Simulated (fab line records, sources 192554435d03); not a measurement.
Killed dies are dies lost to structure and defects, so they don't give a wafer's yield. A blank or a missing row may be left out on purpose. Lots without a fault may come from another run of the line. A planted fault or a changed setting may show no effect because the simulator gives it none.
Chamber matching | flow n5_finfet | N5_BEOL_M5_DEP_56 on pecvd-03: 3 sister chambers
The step deposits SiCN from 3MS/NH3, target thk 8 nm, time 14 s. 6 wafers are shown with their chamber, then 11 later ones without.

WAFERS WITH THEIR CHAMBER
wafer  | chamber | showerhead_plenum_p_Torr (Torr) | throttle_valve_pct (%)
L083.3 | 1       | 3.677                           | 9.0
L083.6 | 2       | 3.644                           | 8.3
L084.1 | 1       | 3.674                           | 9.1
L084.2 | 2       | 3.653                           | 8.5
L084.3 | 0       | 3.667                           | 9.2
L084.4 | 0       | 3.669                           | 9.1

WAFERS WITHOUT THEIR CHAMBER
wafer  | showerhead_plenum_p_Torr (Torr) | throttle_valve_pct (%)
L084.5 | 3.645                           | 8.3
L084.6 | 3.675                           | 9.2
L089.3 | 3.673                           | 9.2
L089.5 | 3.676                           | 9.4
L089.6 | 3.641                           | 8.2
L088.1 | 3.661                           | 9.4
L088.2 | 3.653                           | 8.6
L088.5 | 3.656                           | 8.1
L096.1 | 3.638                           | 8.5
L096.2 | 3.666                           | 9.0
L096.4 | 3.673                           | 9.3

WHICH CHAMBER EACH WENT THROUGH
wafer  | from the rows above     | in truth
L084.5 | 2                       | 2
L084.6 | can't be placed: 1 or 0 | 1
L089.3 | can't be placed: 0 or 1 | 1
L089.5 | can't be placed: 0 or 1 | 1
L089.6 | 2                       | 2
L088.1 | 0                       | 0
L088.2 | 2                       | 2
L088.5 | 2                       | 2
L096.1 | 2                       | 2
L096.2 | can't be placed: 0 or 1 | 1
L096.4 | can't be placed: 0 or 1 | 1
Placed correctly: 6 of 11. Can't be placed from these rows: 5 (the true chamber is among the candidates in 5). Placed wrongly: 0.
How it was worked out, from the rows above alone: a wafer's distance from a chamber is the root of the sum, over the readings, of the square of ((its reading less the chamber's mean) divided by the reading's scatter). The wafer belongs to the nearest chamber; if the next one is less than 2 further off, it can't be placed. A chamber's mean is the mean of its shown wafers. The scatter: the root of (the sum of the squares of (reading less its chamber's mean) over the shown wafers, divided by (wafers less chambers)).
